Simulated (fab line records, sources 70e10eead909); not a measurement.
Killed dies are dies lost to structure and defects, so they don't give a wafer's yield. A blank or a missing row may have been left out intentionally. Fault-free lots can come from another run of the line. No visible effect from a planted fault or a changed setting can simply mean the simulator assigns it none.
Struck lot and sound lot, side by side / flow nand_harc / 45 out of 1159 route steps
Sound: these wafers, L696.1, L696.3, L696.6. The struck wafers were L711.1, L711.2, L711.6. The cause is named last.
For every step that has rows: the tool of each side, followed by ch and its chambers, followed by its first start. Under that, the readings that differ: sound wafers / struck wafers / difference of the means / sigmas: that difference in standard deviations of wafers without a fault.
alike: readings whose means differ by less than 2 such deviations, and words and numbers that are the same on both sides. not compared: withheld readings, readings that some wafer has no value for, bounds like >300 that may hide the same value, and numbers for which the record gives no deviation and whose values overlap.
The two part at a step that has a row with sigmas, a row that says differs or no value, or rows on one side only. Numbers that have no deviation but don't overlap get no sigmas and don't part them. Lack of a reading on every wafer of one side parts them only where that side has two or more wafers.

first, 5 steps without rows for these wafers: NHARC_P_GATE_SOFTBAKE_21 (time 55 s); NHARC_P_GATE_EBR_22; NHARC_P_GATE_EXPOSE_23 (exposes mask P GATE, target cd 120 nm); NHARC_P_GATE_PEB_24 (peb time 65 s); NHARC_P_GATE_DEVELOP_25 (develop time 35 s).
NHARC_P_GATE_CD_MEAS_26: target cd 120 nm.
  sound on cd_sem-01 ch 0, day 5 17:55; struck on cd_sem-01 ch 0, day 9 09:37
  alike: cd_nm
NHARC_P_GATE_OVL_MEAS_27:
  struck on overlay-01, day 9 09:43; sound on overlay-01, day 5 17:59
  alike: overlay_x_nm, overlay_y_nm
NHARC_P_GATE_INSPECT_28:
  struck on defect_inspect-01, day 9 09:44; sound on defect_inspect-01, day 5 18:02
  alike: raw_defect_count
then, 2 steps without rows for these wafers: NHARC_P_GATE_DESCUM_31 (chemistry O2, time 3 s); NHARC_P_GATE_ETCH_104 (etches the open film in CF4/CHF3, target depth 60 nm).
NHARC_P_GATE_HM_OPEN_105: chemistry O2/COS, target depth 360 nm.
  sound: rie_diel-01 ch 0,1; struck: rie_diel-03 ch 0,3
  alike: drypump_motor_current_A, oes_product_au, rf_vpp_V, showerhead_plenum_p_Torr, throttle_valve_pct
  not compared: rf_hours_counter_h
then, 1 step without rows for these wafers: NHARC_P_GATE_STRIP_106 (strips in O2/COS).
NHARC_P_GATE_ETCH_114: etches the open film in CF4/O2, target depth 30 nm, overetch 3 nm, time 16.5 s.
  sound on rie_diel-01 ch 1,2, day 5 18:00; struck on rie_diel-03 ch 0,1,2, day 9 10:00
reading=throttle_valve_pct (%); sound=13.410 13.406 13.409; struck=13.401 13.374 13.391; difference=-0.020; sigmas=-2
  alike: drypump_motor_current_A, oes_product_au, rf_vpp_V, showerhead_plenum_p_Torr
  not compared: rf_hours_counter_h
then, 1 step without rows for these wafers: NHARC_P_GATE_ETCH_32 (etches the open film in HBr/Cl2, target depth 150 nm, time 100.1 s).
NHARC_P_GATE_STRIP_108: strips in O2.
  sound on rie_diel-13 ch 0,2,3, day 5 18:52; struck on rie_diel-03 ch 1,3, day 9 10:44
  alike: drypump_motor_current_A, oes_product_au, rf_vpp_V, showerhead_plenum_p_Torr, throttle_valve_pct
  not compared: rf_hours_counter_h
NHARC_P_GATE_CD_MEAS_33:
  struck on cd_sem-01, day 9 10:53; sound on cd_sem-03, day 5 19:04
  alike: cd_nm
then, 5 steps without rows for these wafers: NHARC_P_GATE_STRIP_35 (strips in SPM, time 600 s); NHARC_P_GATE_PRECLEAN_73 (cleans in SC1); NHARC_P_GATE_SRD_74; NHARC_P_GATE_ALD_36 (deposits SiNx, target thk 20 nm, pulse time 60 s, ald cycles 223); NHARC_P_GATE_ETCHBACK_37 (etches the open film in CHF3/O2, target depth 34.5 nm, time 17.2 s).
NHARC_P_GATE_STRIP_101: strips in O2, time 20 s.
  sound on rie_diel-13 ch 2,3, day 6 05:07; struck on rie_diel-13 ch 0,1,3, day 9 20:55
  alike: drypump_motor_current_A, oes_product_au, rf_vpp_V, showerhead_plenum_p_Torr, throttle_valve_pct
  not compared: rf_hours_counter_h
then, 12 steps without rows for these wafers: NHARC_P_GATE_PRECLEAN_97 (cleans in SPM, time 600 s); NHARC_P_GATE_SRD_98; NHARC_P_GATE_PRECLEAN_99 (cleans in SC1); NHARC_P_GATE_SRD_100; NHARC_P_GATE_DEHYDRATE_38 (time 120 s); NHARC_P_GATE_HMDS_39 (time 30 s); NHARC_P_GATE_COAT_40; NHARC_P_GATE_SOFTBAKE_41 (time 95 s); NHARC_P_GATE_EBR_42; NHARC_P_GATE_EXPOSE_43 (exposes mask P NSD, target cd 720 nm); NHARC_P_GATE_PEB_44 (peb time 85 s); NHARC_P_GATE_DEVELOP_45 (time 70 s).
NHARC_P_GATE_CD_MEAS_46: target cd 720 nm.
  sound on cd_sem-02 ch 0, day 6 06:02; struck on cd_sem-03 ch 0, day 9 21:50
  alike: cd_nm
then, 1 step without rows for these wafers: NHARC_P_GATE_HARDBAKE_47 (time 80 s).
NHARC_P_GATE_DESCUM_48: chemistry O2, time 3 s.
  sound on rie_diel-13 ch 0,1, day 6 06:12; struck on rie_diel-13 ch 0,3, day 9 21:59
  alike: drypump_motor_current_A, oes_product_au, rf_vpp_V, showerhead_plenum_p_Torr, throttle_valve_pct
  not compared: rf_hours_counter_h
then, 1 step without rows for these wafers: NHARC_P_GATE_IMPLANT_49.
NHARC_P_GATE_STRIP_111: strips in N2/H2, time 250 s.
  sound on plasma_asher-02 ch 1, day 6 06:41; struck on plasma_asher-02 ch 0,1, day 9 22:22
  alike: drypump_motor_current_A, heater_power_w
  not compared: rf_hours_counter_h
then, 3 steps without rows for these wafers: NHARC_P_GATE_STRIP_75 (strips in O2); NHARC_P_GATE_STRIP_50 (strips in SPM, time 900 s); NHARC_P_GATE_DEHYDRATE_51 (time 120 s).
NHARC_P_GATE_INSPECT_68:
  struck on defect_inspect-01, day 10 05:35; sound on defect_inspect-01, day 6 12:38
reading=raw_defect_count; sound=266 313 341; struck=720 792 664; difference=+419; sigmas=+4
  not compared: hold
NHARC_P_CONTACT_DEP_30: deposits SiNx, target thk 30 nm.
  sound on pecvd-02 ch 0,2, day 6 12:52; struck on pecvd-03 ch 0,1,2, day 10 12:22
reading=hold; sound=- - -; struck=await_dispo/6.5h/release await_dispo/6.5h/release await_dispo/6.5h/release; difference=no value on the sound wafers; sigmas=
  alike: heater_power_w
then, 1 step without rows for these wafers: NHARC_END_SORT_01.

## WHERE THEY PART
Earliest at NHARC_P_GATE_ETCH_114; latest, in this record, at NHARC_P_CONTACT_DEP_30.

WHY: what the simulator had put in
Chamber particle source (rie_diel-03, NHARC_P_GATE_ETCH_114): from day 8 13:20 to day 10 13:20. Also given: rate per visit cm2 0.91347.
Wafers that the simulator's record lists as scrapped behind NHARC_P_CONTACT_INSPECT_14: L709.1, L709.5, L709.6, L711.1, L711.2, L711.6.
